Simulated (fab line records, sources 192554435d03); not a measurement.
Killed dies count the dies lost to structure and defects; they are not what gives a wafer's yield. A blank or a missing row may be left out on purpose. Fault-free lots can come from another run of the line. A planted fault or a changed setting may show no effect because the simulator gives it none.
Split-lot experiment -- flow n5Finfet -- 7 lots, 39 wafers read, on a route of 1938 steps

## ON THE SPLIT
At N5_FIN_SAQP_ETCH_65 (etches SiO2 in CF4, target depth 4 nm, time 4.4 s), the setting timeS was moved away from the recipe's 4.4 s on 12 of the 39 wafers read, by -11.6% to +17.1%. This setting was run at the recipe's value on the other wafers.

The reading comes from the split's own step.

## THE READING
etch.depthNm (the simulator's own value, which no gauge read), in nm, at N5_FIN_SAQP_ETCH_65 (etches SiO2 in CF4, target depth 4 nm, time 4.4 s). There is no usual value for it anywhere in the file. The 27 wafers here that ran the recipe average 4.164 nm, standard deviation 0.11 nm.

wafer,"tool, chamber at the split","timeS as run, s",against the recipe,"etch.depthNm, nm",against lot-mates on the recipe
L076.2,"rieSi-05, 0",4.4,recipe,4.271,-
L076.5,"rieSi-05, 0",4.4,recipe,4.309,-
L076.6,"rieSi-05, 3",4.4,recipe,4.205,-
L081.1,"rieSi-05, 2",5.152,+17.1%,4.693,+0.574
L081.2,"rieSi-05, 3",4.4,recipe,4.201,-
L081.3,"rieSi-05, 0",5.152,+17.1%,5.014,+0.895
L081.4,"rieSi-05, 1",4.4,recipe,4.141,-
L081.5,"rieSi-05, 2",4.4,recipe,4.015,-
L081.6,"rieSi-05, 1",5.152,+17.1%,4.883,+0.764
L082.1,"rieSi-04, 3",4.4,recipe,4.067,-
L082.2,"rieSi-04, 2",3.888,-11.6%,3.663,-0.436
L082.3,"rieSi-04, 1",3.888,-11.6%,3.494,-0.605
L082.4,"rieSi-04, 0",4.4,recipe,4.119,-
L082.5,"rieSi-04, 0",4.4,recipe,4.112,-
L082.6,"rieSi-04, 1",3.888,-11.6%,3.47,-0.629
L083.1,"rieSi-05, 2",4.4,recipe,3.948,-
L083.2,"rieSi-05, 3",4.4,recipe,4.181,-
L083.3,"rieSi-05, 1",4.4,recipe,4.16,-
L083.4,"rieSi-05, 0",4.4,recipe,4.302,-
L083.5,"rieSi-05, 1",4.4,recipe,4.139,-
L083.6,"rieSi-05, 0",4.4,recipe,4.324,-
L089.1,"rieSi-04, 1",4.02,-8.6%,3.633,-0.552
L089.2,"rieSi-04, 3",4.4,recipe,4.111,-
L089.3,"rieSi-04, 0",4.4,recipe,4.203,-
L089.4,"rieSi-04, 2",4.4,recipe,4.241,-
L089.5,"rieSi-04, 3",4.02,-8.6%,3.755,-0.430
L089.6,"rieSi-04, 0",4.02,-8.6%,3.81,-0.375
L090.1,"rieSi-05, 3",4.4,recipe,4.192,-
L090.2,"rieSi-05, 1",5.016,+14.0%,4.615,+0.344
L090.3,"rieSi-05, 0",4.4,recipe,4.309,-
L090.4,"rieSi-05, 2",5.016,+14.0%,4.452,+0.181
L090.5,"rieSi-05, 1",5.016,+14.0%,4.601,+0.330
L090.6,"rieSi-05, 0",4.4,recipe,4.311,-
L093.1,"rieSi-04, 1",4.4,recipe,3.959,-
L093.2,"rieSi-04, 2",4.4,recipe,4.22,-
L093.3,"rieSi-04, 3",4.4,recipe,4.065,-
L093.4,"rieSi-04, 0",4.4,recipe,4.165,-
L093.5,"rieSi-04, 1",4.4,recipe,3.964,-
L093.6,"rieSi-04, 2",4.4,recipe,4.205,-

THE FIT
A straight line over all 39 wafers: etch.depthNm changes by +0.0412 nm for each +1% of timeS; r = +0.93; the points scatter about the line by 0.12 nm.
The same after taking each lot's own level away (the mean of its wafers on the recipe; 39 wafers): +0.0393 nm for each +1%; r = +0.92; scatter 0.12 nm.
That fit puts the effect of the largest move of timeS on the reading at 0.67 nm.
Measured against the standard deviation above, the lots' own levels, which go from 4.0963 to 4.2707 nm, span 1.6 times it.
So the lot-to-lot level changes the slope little: the two slopes agree.
Check: +0.653 nm against its lot-mates is what the line predicts for one of the wafers moved furthest among these (+17.1%) when that wafer is left out of the fit. It came out at +0.574 nm against them.

## THE FILE'S OWN FIT
etch.depthNm changes by +0.0388 nm for each +1% of timeS, r = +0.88.
